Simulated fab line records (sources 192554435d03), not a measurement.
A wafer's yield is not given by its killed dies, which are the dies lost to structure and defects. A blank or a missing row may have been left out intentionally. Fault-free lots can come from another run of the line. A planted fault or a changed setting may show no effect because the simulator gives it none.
A lot that was struck, set against a sound lot    flow n5-finfet    18 steps out of a route of 1938
Sound: these wafers, L139.1, L139.2, L139.5. Struck: wafer L149.3 (left out: L149.1, a lot-mate that was not struck); the cause follows at the end.
Order at every step that has rows: each side's tool, ch and its chambers, its first start. Under that, the readings that differ: sound wafers    struck wafers    difference of the means    sigmas: that difference in standard deviations of wafers without a fault.
alike: a reading whose means differ by less than 2 such deviations, as well as words and numbers matching on both sides. not compared: withheld readings; readings where some wafer has no value; bounds like >300 that might hide an equal value; numbers whose values overlap and for which the record gives no deviation.
The two part at a step that has a row with sigmas, a row that says differs or no value, or rows on one side only. Numbers that don't overlap but have no deviation are shown without sigmas and don't part them. Lack of a reading on every wafer of one side parts them only where that side has two or more wafers.

N5_BEOL_M0_SAQP_PECVD_03: deposits SiCN from 3MS/NH3, target thk 12 nm, time 21.1 s.
  sound on pecvd-01 ch 0,2, day 6 07:41; struck on pecvd-01 ch 1, day 8 19:02
  alike: showerhead-plenum-p-Torr, throttle-valve-pct
N5_BEOL_M0_SAQP_PECVD_96: deposits a-Si from SiH4/He, target thk 45 nm, time 45.2 s.
  sound on pecvd-01 ch 0,2, day 6 07:43; struck on pecvd-01 ch 1, day 8 19:04
  alike: heater-power-w, showerhead-plenum-p-Torr, throttle-valve-pct
N5_BEOL_M0_SAQP_PECVD_97: deposits SiNx from SiH4/NH3/N2, target thk 23 nm, time 19.9 s.
  sound on pecvd-01 ch 0,2, day 6 07:46; struck on pecvd-01 ch 1, day 8 19:07
  alike: heater-power-w, showerhead-plenum-p-Torr, throttle-valve-pct
N5_BEOL_M0_SAQP_PECVD_04: deposits a-Si from SiH4/He, target thk 60 nm, time 60.2 s.
  sound on pecvd-01 ch 0,2, day 6 07:49; struck on pecvd-01 ch 1, day 8 19:09
  alike: heater-power-w, showerhead-plenum-p-Torr, throttle-valve-pct
N5_BEOL_M0_SAQP_THK_MEAS_05:
  sound: film-metro-01 at day 6 07:54; struck: film-metro-02 at day 8 19:15
  alike: thk-nm
N5_BEOL_M0_SAQP_HM_DEP_111: deposits SiO2 from SiH4/N2O, target thk 12 nm, time 7.2 s.
  sound on pecvd-04 ch 0,1,2, day 6 07:56; struck on pecvd-01 ch 1, day 8 19:17
  alike: heater-power-w, showerhead-plenum-p-Torr
then, 6 steps without rows for these wafers: N5_BEOL_M0_SAQP_COAT_81 (time 60 s, resist thk 100 nm); N5_BEOL_M0_SAQP_COAT_82 (time 60 s, resist thk 30 nm); N5_BEOL_M0_SAQP_COAT_08 (resist thk 90 nm); N5_BEOL_M0_SAQP_EBR_10; N5_BEOL_M0_SAQP_SOFTBAKE_09 (time 60 s); N5_BEOL_M0_SAQP_EXPOSE_11 (exposes mask M0 CORE, target cd 42 nm).
N5_BEOL_M0_SAQP_PEB_12: peb time 60 s.
  sound on litho-track-01 ch 0, day 6 08:19; struck on litho-track-02 ch 0, day 8 19:40
then, 1 step without rows for these wafers: N5_BEOL_M0_SAQP_DEVELOP_13 (develop time 30 s).
N5_BEOL_M0_SAQP_CD_MEAS_14: the cd target is 42.5 nm.
  sound on cd-sem-01 ch 0, day 6 08:23; struck on cd-sem-01 ch 0, day 8 19:44
reading     sound           struck  difference  sigmas
cd-nm (nm)  42.6 41.7 42.4  40.3    -1.9        -5
N5_BEOL_M0_SAQP_OVL_MEAS_15:
  sound on overlay-02 ch 0, day 6 08:25; struck on overlay-02 ch 0, day 8 19:46
  alike: M0_CORE_OVL
-- record jumps: 2 days separate the struck wafers' starts on either side; left off in module BEOL_M0_SAQP, taken up again in module BEOL_M4, whose first shown step is the route's number 1111 --
N5_BEOL_M4_RC_MEAS_101:
  sound on prober-02 ch 0, day 8 13:56; struck on prober-01 ch 0, day 10 22:31
  alike: DIBL_N, DIBL_P, IOFF_N, IOFF_P, ION_N, ION_P, SS_N, SS_P, VT_N, VT_P
-- here the record skips 4 days between the struck wafers' starts before and after, leaving off in module BEOL_M4 and picking up in module PASSIVATION (first step shown: number 1936 of the route) --
N5_PASSIVATION_PROBE_49:
  sound: prober-01 at day 12 23:37; struck: prober-02 at day 15 06:09
reading             sound     struck  difference  sigmas
killed_at_M0_to_M3  46 29 39  18      -20         -2
  alike: defect-limited-yield, killed_at_M4_up, killed-at-contacts, killed-at-front-end, killed-at-other, killed-dies, killed-open, killed-short, sort_bin_5_function, sort_bin_6_memory, sort_bin_8_speed, sort-n-pass, sort-yield-pct

## WHERE THEY PART
Earliest at N5_BEOL_M0_SAQP_CD_MEAS_14; latest, in this record, at N5_PASSIVATION_PROBE_49.

WHY: the cause the simulator had injected
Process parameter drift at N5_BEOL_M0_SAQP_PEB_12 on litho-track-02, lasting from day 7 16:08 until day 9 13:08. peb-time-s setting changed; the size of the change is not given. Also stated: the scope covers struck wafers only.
